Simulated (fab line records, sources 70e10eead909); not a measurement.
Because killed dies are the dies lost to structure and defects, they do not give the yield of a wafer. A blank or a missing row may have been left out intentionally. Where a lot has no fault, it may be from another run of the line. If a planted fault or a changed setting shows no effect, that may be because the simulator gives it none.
fab line records :: flow nandHarc :: part 2 of 2: steps 21 to 30 of 30
record
  lots=5
  wafers=15
  lastDay=32
route steps=1302 shown A_STAIRCASE@704
lots with no fault: from the same line, run without faults
startH: hours from the record's opening day to when the first of the lot's shown wafers began :: waitH: time in hours since the lot's previous step :: " identical to the entry in the row above :: L1.1+2: several wafers, shown together as one row :: - either no value or no given start :: * or withheld: withheld :: < > ~ a bound
route shown NAME@n: a module of which the file shows steps, and the number in the route of the first :: usual: mean and standard deviation over wafers with no fault :: same: alike in all rows :: chamber/n: place in a boat :: sites: each site's reading :: _std_site: the values' standard deviation :: _edge_site: the outer-site mean with the inner-site mean subtracted :: radiusMm: how far each site lies from the wafer's centre :: mask NAME#n: copy n :: behind: the last tool/chamber to shape the wafer :: hold: why the lot went on hold/how many hours it stayed there/how the hold came to an end :: device: the n, p or np transistor that did not switch :: end of line: the tests these same wafers got at the end of their route :: step lacking rows: just its recipe :: killed: the dies lost at the first sort to structure and to defects; this is not the yield of the wafer :: map: a wafer's dies, marking killed ones x, the rest . and places with no die _
set.NAME: the setting the step ran with; set.NAME@STEP: the setting that earlier step ran with :: model.NAME: the simulator's own value behind a step, which no gauge read
certain route steps with their lots: each step a table, each wafer a row
services: when a tool's chamber went out of use (startH, in hours from the record's first day, below 0 if earlier), for how many hours, and the reason
## steps
# step NHARC_A_STAIRCASE_SOFTBAKE_212
# recipe
  tempC=135
  timeS=170
lot.wafer: L075.1+3+6
tool: lithoTrack-03
chamber: 0
startH: -
waitH: -

lot.wafer: L078.2+4+6
tool: lithoTrack-02
chamber: 0
startH: -
waitH: -

lot.wafer: L083.1+5+6
tool: lithoTrack-02
chamber: 0
startH: -
waitH: -

lot.wafer: L092.2+3+6
tool: lithoTrack-02
chamber: 0
startH: -
waitH: -

lot.wafer: L095.1+2+3
tool: lithoTrack-05
chamber: 0
startH: -
waitH: -
# step NHARC_A_STAIRCASE_EBR_213
lot.wafer: L075.1+3+6
tool: lithoTrack-03
chamber: 0
startH: -
waitH: -

lot.wafer: L078.2+4+6
tool: lithoTrack-02
chamber: 0
startH: -
waitH: -

lot.wafer: L083.1+5+6
tool: lithoTrack-02
chamber: 0
startH: -
waitH: -

lot.wafer: L092.2+3+6
tool: lithoTrack-02
chamber: 0
startH: -
waitH: -

lot.wafer: L095.1+2+3
tool: lithoTrack-05
chamber: 0
startH: -
waitH: -
# step NHARC_A_STAIRCASE_EXPOSE_214
# recipe
  na=0.5
  doseMj=31.26
  maskId=STAIR_3
lot.wafer: L075.1+3+6
tool: krfScanner-04
chamber: 0
startH: 363.55
waitH: -
mask: STAIR_3#0

lot.wafer: L078.2+4+6
tool: krfScanner-01
chamber: 0
startH: 391.22
waitH: -
mask: STAIR_3#0

lot.wafer: L083.1+5+6
tool: krfScanner-04
chamber: 0
startH: 469.99
waitH: -
mask: STAIR_3#0

lot.wafer: L092.2+3+6
tool: krfScanner-02
chamber: 0
startH: 531.48
waitH: -
mask: STAIR_3#0

lot.wafer: L095.1+2+3
tool: krfScanner-04
chamber: 0
startH: 568.32
waitH: -
mask: STAIR_3#0
# step NHARC_A_STAIRCASE_PEB_215
# recipe
  pebTempC=115
  pebTimeS=130
lot.wafer: L075.1+3+6
tool: lithoTrack-03
chamber: 0
startH: 363.61
waitH: 0.1

lot.wafer: L078.2+4+6
tool: lithoTrack-02
chamber: 0
startH: 391.28
waitH: 0.1

lot.wafer: L083.1+5+6
tool: lithoTrack-05
chamber: 0
startH: 470.05
waitH: 0.1

lot.wafer: L092.2+3+6
tool: lithoTrack-03
chamber: 0
startH: 531.54
waitH: 0.1

lot.wafer: L095.1+2+3
tool: lithoTrack-03
chamber: 0
startH: 568.38
waitH: 0.1
# step NHARC_A_STAIRCASE_DEVELOP_216
# recipe
  timeS=140
lot.wafer: L075.1+3+6
tool: lithoTrack-03
chamber: 0
startH: -
waitH: -

lot.wafer: L078.2+4+6
tool: lithoTrack-02
chamber: 0
startH: -
waitH: -

lot.wafer: L083.1+5+6
tool: lithoTrack-05
chamber: 0
startH: -
waitH: -

lot.wafer: L092.2+3+6
tool: lithoTrack-03
chamber: 0
startH: -
waitH: -

lot.wafer: L095.1+2+3
tool: lithoTrack-03
chamber: 0
startH: -
waitH: -
# step NHARC_A_STAIRCASE_HARDBAKE_218
# recipe
  tempC=120
  timeS=140
lot.wafer: L075.1+3+6
tool: lithoTrack-02
chamber: 0
startH: 363.83
waitH: -

lot.wafer: L078.2+4+6
tool: lithoTrack-02
chamber: 0
startH: 391.50
waitH: -

lot.wafer: L083.1+5+6
tool: lithoTrack-02
chamber: 0
startH: 470.27
waitH: -

lot.wafer: L092.2+3+6
tool: lithoTrack-05
chamber: 0
startH: 531.76
waitH: -

lot.wafer: L095.1+2+3
tool: lithoTrack-03
chamber: 0
startH: 568.60
waitH: -
# step NHARC_A_STAIRCASE_DESCUM_219
# recipe
  timeS=3
  o2FlowSccm=200
  arFlowSccm=0
  biasPowerW=0
  chemistry=O2
# usual
  drypumpMotorCurrentA=6.0/0.43
  oesProductAu=0.996/0.009
  rfVppV=57.7/0.88
  showerheadPlenumPTorr=1.88/0.073
  throttleValvePct=11.311/0.0091
lot.wafer: L075.3
tool: rieDiel-02
chamber: 3
startH: 363.93
waitH: -
drypumpMotorCurrentA: 6.2
oesProductAu: 1.018
rfHoursCounterH: 49
rfVppV: 57.6
showerheadPlenumPTorr: 1.90
throttleValvePct: 11.313

lot.wafer: L075.1
tool: rieDiel-02
chamber: 1
startH: 363.93
waitH: -
drypumpMotorCurrentA: 5.9
oesProductAu: 0.992
rfHoursCounterH: 50
rfVppV: 58.6
showerheadPlenumPTorr: 1.85
throttleValvePct: 11.307

lot.wafer: L075.6
tool: rieDiel-02
chamber: 0
startH: 363.93
waitH: -
drypumpMotorCurrentA: 5.6
oesProductAu: 0.995
rfHoursCounterH: -
rfVppV: 57.7
showerheadPlenumPTorr: 1.96
throttleValvePct: 11.315

lot.wafer: L078.2
tool: rieDiel-02
chamber: 2
startH: 391.59
waitH: -
drypumpMotorCurrentA: 6.0
oesProductAu: 1.001
rfHoursCounterH: 57
rfVppV: 58.3
showerheadPlenumPTorr: 1.80
throttleValvePct: 11.301

lot.wafer: L078.4
tool: rieDiel-02
chamber: 3
startH: 391.59
waitH: -
drypumpMotorCurrentA: 6.1
oesProductAu: 0.997
rfHoursCounterH: -
rfVppV: 57.2
showerheadPlenumPTorr: 1.90
throttleValvePct: 11.313

lot.wafer: L078.6
tool: rieDiel-02
chamber: 1
startH: 391.59
waitH: -
drypumpMotorCurrentA: 6.0
oesProductAu: 0.987
rfHoursCounterH: -
rfVppV: 56.7
showerheadPlenumPTorr: 1.84
throttleValvePct: 11.319

lot.wafer: L083.1
tool: rieDiel-03
chamber: 1
startH: 470.37
waitH: -
drypumpMotorCurrentA: 5.6
oesProductAu: 0.996
rfHoursCounterH: 0
rfVppV: 58.5
showerheadPlenumPTorr: 1.97
throttleValvePct: 11.312

lot.wafer: L083.6
tool: rieDiel-03
chamber: 0
startH: 470.37
waitH: -
drypumpMotorCurrentA: 5.7
oesProductAu: 0.987
rfHoursCounterH: -
rfVppV: 59.0
showerheadPlenumPTorr: 1.94
throttleValvePct: 11.315

lot.wafer: L083.5
tool: rieDiel-03
chamber: 1
startH: 470.37
waitH: -
drypumpMotorCurrentA: 5.6
oesProductAu: 0.991
rfHoursCounterH: -
rfVppV: 58.4
showerheadPlenumPTorr: 1.97
throttleValvePct: 11.299

lot.wafer: L092.2
tool: rieDiel-05
chamber: 2
startH: 531.86
waitH: -
drypumpMotorCurrentA: 5.8
oesProductAu: 1.006
rfHoursCounterH: 37
rfVppV: 56.7
showerheadPlenumPTorr: 1.85
throttleValvePct: 11.337

lot.wafer: L092.3
tool: rieDiel-05
chamber: 3
startH: 531.86
waitH: -
drypumpMotorCurrentA: 5.2
oesProductAu: 1.002
rfHoursCounterH: 36
rfVppV: 56.4
showerheadPlenumPTorr: 1.92
throttleValvePct: 11.328

lot.wafer: L092.6
tool: rieDiel-05
chamber: 2
startH: 531.86
waitH: -
drypumpMotorCurrentA: 5.8
oesProductAu: 1.000
rfHoursCounterH: -
rfVppV: 57.6
showerheadPlenumPTorr: 1.85
throttleValvePct: 11.315

lot.wafer: L095.3
tool: rieDiel-02
chamber: 2
startH: 568.69
waitH: -
drypumpMotorCurrentA: 6.0
oesProductAu: 1.010
rfHoursCounterH: 56
rfVppV: 56.8
showerheadPlenumPTorr: 1.78
throttleValvePct: 11.314

lot.wafer: L095.1
tool: rieDiel-02
chamber: 3
startH: 568.69
waitH: -
drypumpMotorCurrentA: 6.1
oesProductAu: 1.007
rfHoursCounterH: 52
rfVppV: 57.9
showerheadPlenumPTorr: 1.88
throttleValvePct: 11.303

lot.wafer: L095.2
tool: rieDiel-02
chamber: 1
startH: 568.69
waitH: -
drypumpMotorCurrentA: 6.0
oesProductAu: 0.995
rfHoursCounterH: 55
rfVppV: 57.4
showerheadPlenumPTorr: 1.83
throttleValvePct: 11.321
# step NHARC_A_STAIRCASE_TRIM_220
# recipe
  timeS=211.2
  o2FlowSccm=500
  arFlowSccm=0
  biasW=0
  chemistry=O2
# usual
  drypumpMotorCurrentA=6.0/0.44
  oesProductAu=0.996/0.0096
  rfVppV=57.8/0.91
  showerheadPlenumPTorr=3.47/0.13
  throttleValvePct=17.038/0.0087
lot.wafer: L075.1
tool: rieDiel-02
chamber: 1
startH: 364.03
waitH: 0.1
drypumpMotorCurrentA: 6.0
oesProductAu: 0.995
rfHoursCounterH: 50
rfVppV: 57.5
showerheadPlenumPTorr: 3.42
throttleValvePct: 17.046

lot.wafer: L075.3
tool: rieDiel-02
chamber: 2
startH: 364.03
waitH: 0.1
drypumpMotorCurrentA: 6.0
oesProductAu: 0.989
rfHoursCounterH: 49
rfVppV: 57.4
showerheadPlenumPTorr: 3.34
throttleValvePct: 17.041

lot.wafer: L075.6
tool: rieDiel-02
chamber: 0
startH: 364.03
waitH: 0.1
drypumpMotorCurrentA: 5.6
oesProductAu: 0.999
rfHoursCounterH: -
rfVppV: 58.9
showerheadPlenumPTorr: 3.61
throttleValvePct: 17.042

lot.wafer: L078.2
tool: rieDiel-02
chamber: 1
startH: 391.73
waitH: 0.1
drypumpMotorCurrentA: 5.9
oesProductAu: 0.987
rfHoursCounterH: 61
rfVppV: 57.9
showerheadPlenumPTorr: 3.41
throttleValvePct: 17.030

lot.wafer: L078.4
tool: rieDiel-02
chamber: 2
startH: 391.73
waitH: 0.1
drypumpMotorCurrentA: 6.0
oesProductAu: 0.997
rfHoursCounterH: -
rfVppV: 56.1
showerheadPlenumPTorr: 3.33
throttleValvePct: 17.043

lot.wafer: L078.6
tool: rieDiel-02
chamber: 3
startH: 391.73
waitH: 0.1
drypumpMotorCurrentA: 6.1
oesProductAu: 1.002
rfHoursCounterH: -
rfVppV: 57.7
showerheadPlenumPTorr: 3.51
throttleValvePct: 17.034

lot.wafer: L083.1
tool: rieDiel-03
chamber: 0
startH: 470.49
waitH: 0.1
drypumpMotorCurrentA: 5.7
oesProductAu: 0.995
rfHoursCounterH: 0
rfVppV: 57.7
showerheadPlenumPTorr: 3.57
throttleValvePct: 17.037

lot.wafer: L083.6
tool: rieDiel-03
chamber: 1
startH: 470.49
waitH: 0.1
drypumpMotorCurrentA: 5.6
oesProductAu: 0.997
rfHoursCounterH: -
rfVppV: 58.1
showerheadPlenumPTorr: 3.63
throttleValvePct: 17.032

lot.wafer: L083.5
tool: rieDiel-03
chamber: 2
startH: 470.49
waitH: 0.1
drypumpMotorCurrentA: 6.6
oesProductAu: 1.007
rfHoursCounterH: -
rfVppV: 56.0
showerheadPlenumPTorr: 3.29
throttleValvePct: 17.045

lot.wafer: L092.3
tool: rieDiel-05
chamber: 1
startH: 531.96
waitH: 0.1
drypumpMotorCurrentA: 6.2
oesProductAu: 0.991
rfHoursCounterH: 35
rfVppV: 58.0
showerheadPlenumPTorr: 3.64
throttleValvePct: 17.032

lot.wafer: L092.2
tool: rieDiel-05
chamber: 2
startH: 531.96
waitH: 0.1
drypumpMotorCurrentA: 5.9
oesProductAu: 1.003
rfHoursCounterH: 37
rfVppV: 58.8
showerheadPlenumPTorr: 3.42
throttleValvePct: 17.025

lot.wafer: L092.6
tool: rieDiel-05
chamber: 3
startH: 531.96
waitH: 0.1
drypumpMotorCurrentA: 5.2
oesProductAu: 1.004
rfHoursCounterH: -
rfVppV: 57.4
showerheadPlenumPTorr: 3.53
throttleValvePct: 17.040

lot.wafer: L095.1
tool: rieDiel-02
chamber: 0
startH: 568.78
waitH: 0.1
drypumpMotorCurrentA: 5.6
oesProductAu: 1.012
rfHoursCounterH: 57
rfVppV: 58.9
showerheadPlenumPTorr: 3.57
throttleValvePct: 17.028

lot.wafer: L095.2
tool: rieDiel-02
chamber: 2
startH: 568.78
waitH: 0.1
drypumpMotorCurrentA: 6.0
oesProductAu: 1.014
rfHoursCounterH: 56
rfVppV: 55.9
showerheadPlenumPTorr: 3.30
throttleValvePct: 17.032

lot.wafer: L095.3
tool: rieDiel-02
chamber: 3
startH: 568.78
waitH: 0.1
drypumpMotorCurrentA: 6.1
oesProductAu: 1.012
rfHoursCounterH: 53
rfVppV: 57.2
showerheadPlenumPTorr: 3.48
throttleValvePct: 17.052
# step NHARC_A_STAIRCASE_ETCH_221
# recipe
  targetDepthA=1000
  timeS=40.5
  ionEnergyEv=400
  c4f8FlowSccm=20
  o2FlowSccm=10
  arFlowSccm=withheld
  rfW=600
  biasW=1000
  chemistry=C4F8/O2
# usual
  oesProductAu=0.935/0.014
  rfVppV=894/4.6
lot.wafer: L075.1
tool: rieDiel-02
chamber: 0
startH: -
waitH: -
oesProductAu: 0.936
rfHoursCounterH: 50
rfVppV: 900

lot.wafer: L075.3
tool: rieDiel-02
chamber: 1
startH: -
waitH: -
oesProductAu: 0.955
rfHoursCounterH: 50
rfVppV: 891

lot.wafer: L075.6
tool: rieDiel-02
chamber: 0
startH: -
waitH: -
oesProductAu: 0.942
rfHoursCounterH: -
rfVppV: 898

lot.wafer: L078.2
tool: rieDiel-02
chamber: 2
startH: -
waitH: -
oesProductAu: 0.932
rfHoursCounterH: 58
rfVppV: 888

lot.wafer: L078.4
tool: rieDiel-02
chamber: 3
startH: -
waitH: -
oesProductAu: 0.930
rfHoursCounterH: -
rfVppV: 896

lot.wafer: L078.6
tool: rieDiel-02
chamber: 1
startH: -
waitH: -
oesProductAu: 0.921
rfHoursCounterH: -
rfVppV: 891

lot.wafer: L083.1
tool: rieDiel-03
chamber: 2
startH: -
waitH: -
oesProductAu: 0.940
rfHoursCounterH: 0
rfVppV: 887

lot.wafer: L083.6
tool: rieDiel-03
chamber: 3
startH: -
waitH: -
oesProductAu: 0.937
rfHoursCounterH: -
rfVppV: 895

lot.wafer: L083.5
tool: rieDiel-03
chamber: 0
startH: -
waitH: -
oesProductAu: 0.919
rfHoursCounterH: -
rfVppV: 896

lot.wafer: L092.2
tool: rieDiel-05
chamber: 1
startH: -
waitH: -
oesProductAu: 0.944
rfHoursCounterH: 35
rfVppV: 899

lot.wafer: L092.3
tool: rieDiel-05
chamber: 3
startH: -
waitH: -
oesProductAu: 0.952
rfHoursCounterH: 36
rfVppV: 897

lot.wafer: L092.6
tool: rieDiel-05
chamber: 0
startH: -
waitH: -
oesProductAu: 0.939
rfHoursCounterH: -
rfVppV: 886

lot.wafer: L095.2
tool: rieDiel-02
chamber: 1
startH: -
waitH: -
oesProductAu: 0.938
rfHoursCounterH: 56
rfVppV: 890

lot.wafer: L095.1
tool: rieDiel-02
chamber: 2
startH: -
waitH: -
oesProductAu: 0.959
rfHoursCounterH: 56
rfVppV: 888

lot.wafer: L095.3
tool: rieDiel-02
chamber: 3
startH: -
waitH: -
oesProductAu: 0.954
rfHoursCounterH: 53
rfVppV: 894
# step NHARC_A_STAIRCASE_TRIM_222
# recipe
  timeS=211.2
  o2FlowSccm=500
  arFlowSccm=0
  biasW=0
  chemistry=O2
# usual
  drypumpMotorCurrentA=6.0/0.42
  oesProductAu=0.996/0.0095
  rfVppV=57.7/0.87
  showerheadPlenumPTorr=3.47/0.13
  throttleValvePct=17.036/0.0093
lot.wafer: L075.3
tool: rieDiel-02
chamber: 0
startH: -
waitH: -
drypumpMotorCurrentA: 5.6
oesProductAu: 0.980
rfHoursCounterH: 50
rfVppV: 57.0
showerheadPlenumPTorr: 3.61
throttleValvePct: 17.037

lot.wafer: L075.1
tool: rieDiel-02
chamber: 1
startH: -
waitH: -
drypumpMotorCurrentA: 6.0
oesProductAu: 0.998
rfHoursCounterH: 50
rfVppV: 57.6
showerheadPlenumPTorr: 3.41
throttleValvePct: 17.049

lot.wafer: L075.6
tool: rieDiel-02
chamber: 0
startH: -
waitH: -
drypumpMotorCurrentA: 5.6
oesProductAu: 0.992
rfHoursCounterH: -
rfVppV: 59.3
showerheadPlenumPTorr: 3.61
throttleValvePct: 17.031

lot.wafer: L078.2
tool: rieDiel-02
chamber: 1
startH: -
waitH: -
drypumpMotorCurrentA: 5.9
oesProductAu: 0.992
rfHoursCounterH: 61
rfVppV: 57.1
showerheadPlenumPTorr: 3.41
throttleValvePct: 17.043

lot.wafer: L078.4
tool: rieDiel-02
chamber: 3
startH: -
waitH: -
drypumpMotorCurrentA: 6.1
oesProductAu: 1.006
rfHoursCounterH: -
rfVppV: 58.0
showerheadPlenumPTorr: 3.51
throttleValvePct: 17.034

lot.wafer: L078.6
tool: rieDiel-02
chamber: 2
startH: -
waitH: -
drypumpMotorCurrentA: 6.0
oesProductAu: 1.004
rfHoursCounterH: -
rfVppV: 57.4
showerheadPlenumPTorr: 3.33
throttleValvePct: 17.049

lot.wafer: L083.1
tool: rieDiel-03
chamber: 3
startH: -
waitH: -
drypumpMotorCurrentA: 6.3
oesProductAu: 0.985
rfHoursCounterH: 0
rfVppV: 57.3
showerheadPlenumPTorr: 3.52
throttleValvePct: 17.031

lot.wafer: L083.5
tool: rieDiel-03
chamber: 3
startH: -
waitH: -
drypumpMotorCurrentA: 6.3
oesProductAu: 0.989
rfHoursCounterH: -
rfVppV: 58.0
showerheadPlenumPTorr: 3.52
throttleValvePct: 17.029

lot.wafer: L083.6
tool: rieDiel-03
chamber: 0
startH: -
waitH: -
drypumpMotorCurrentA: 5.7
oesProductAu: 0.978
rfHoursCounterH: -
rfVppV: 56.6
showerheadPlenumPTorr: 3.57
throttleValvePct: 17.027

lot.wafer: L092.2
tool: rieDiel-05
chamber: 0
startH: -
waitH: -
drypumpMotorCurrentA: 6.7
oesProductAu: 0.999
rfHoursCounterH: 35
rfVppV: 57.8
showerheadPlenumPTorr: 3.27
throttleValvePct: 17.035

lot.wafer: L092.3
tool: rieDiel-05
chamber: 1
startH: -
waitH: -
drypumpMotorCurrentA: 6.2
oesProductAu: 1.000
rfHoursCounterH: 35
rfVppV: 57.8
showerheadPlenumPTorr: 3.64
throttleValvePct: 17.036

lot.wafer: L092.6
tool: rieDiel-05
chamber: 1
startH: -
waitH: -
drypumpMotorCurrentA: 6.2
oesProductAu: 0.995
rfHoursCounterH: -
rfVppV: 56.3
showerheadPlenumPTorr: 3.64
throttleValvePct: 17.024

lot.wafer: L095.3
tool: rieDiel-02
chamber: 0
startH: -
waitH: -
drypumpMotorCurrentA: 5.5
oesProductAu: 1.014
rfHoursCounterH: 57
rfVppV: 58.2
showerheadPlenumPTorr: 3.57
throttleValvePct: 17.044

lot.wafer: L095.2
tool: rieDiel-02
chamber: 1
startH: -
waitH: -
drypumpMotorCurrentA: 6.0
oesProductAu: 0.984
rfHoursCounterH: 56
rfVppV: 57.6
showerheadPlenumPTorr: 3.38
throttleValvePct: 17.035

lot.wafer: L095.1
tool: rieDiel-02
chamber: 3
startH: -
waitH: -
drypumpMotorCurrentA: 6.1
oesProductAu: 1.013
rfHoursCounterH: 53
rfVppV: 57.1
showerheadPlenumPTorr: 3.48
throttleValvePct: 17.050
## services
tool: rieDiel-03
chamber: 0
startH: 337.37
hours: 3.0
kind: repair

tool: rieDiel-03
chamber: 2
startH: 340.82
hours: 2.7
kind: repair

tool: plasmaAsher-01
chamber: -
startH: 342.09
hours: 9.0
kind: pm

tool: krfScanner-04
chamber: -
startH: 354.00
hours: 4.0
kind: pm

tool: rieDiel-03
chamber: 1
startH: 384.70
hours: 31.3
kind: repair

tool: wetBench-03
chamber: -
startH: 386.40
hours: 8.0
kind: pm

tool: rieDiel-02
chamber: -
startH: 394.44
hours: 9.0
kind: pm

tool: lithoTrack-02
chamber: -
startH: 402.00
hours: 7.0
kind: pm

tool: rieDiel-05
chamber: -
startH: 406.98
hours: 9.0
kind: pm

tool: rieDiel-02
chamber: 3
startH: 413.34
hours: 12.9
kind: repair

tool: wetBench-05
chamber: -
startH: 436.83
hours: 8.0
kind: pm

tool: plasmaAsher-01
chamber: -
startH: 439.65
hours: 13.7
kind: repair

tool: lithoTrack-03
chamber: -
startH: 450.00
hours: 7.0
kind: pm

tool: rieDiel-03
chamber: -
startH: 458.30
hours: 9.0
kind: pm

tool: lithoTrack-05
chamber: -
startH: 474.00
hours: 7.0
kind: pm

tool: rieDiel-03
chamber: 0
startH: 485.25
hours: 7.6
kind: repair

tool: krfScanner-04
chamber: -
startH: 493.29
hours: 0.6
kind: repair

tool: rieDiel-05
chamber: -
startH: 508.42
hours: 0.2
kind: repair

tool: rieDiel-03
chamber: 1
startH: 518.37
hours: 15.8
kind: repair

tool: plasmaAsher-01
chamber: -
startH: 519.41
hours: 9.0
kind: pm

tool: krfScanner-04
chamber: -
startH: 526.00
hours: 4.0
kind: pm

tool: krfScanner-04
chamber: -
startH: 543.52
hours: 0.2
kind: repair

tool: wetBench-03
chamber: -
startH: 562.40
hours: 8.0
kind: pm

tool: rieDiel-05
chamber: -
startH: 567.52
hours: 0.6
kind: repair
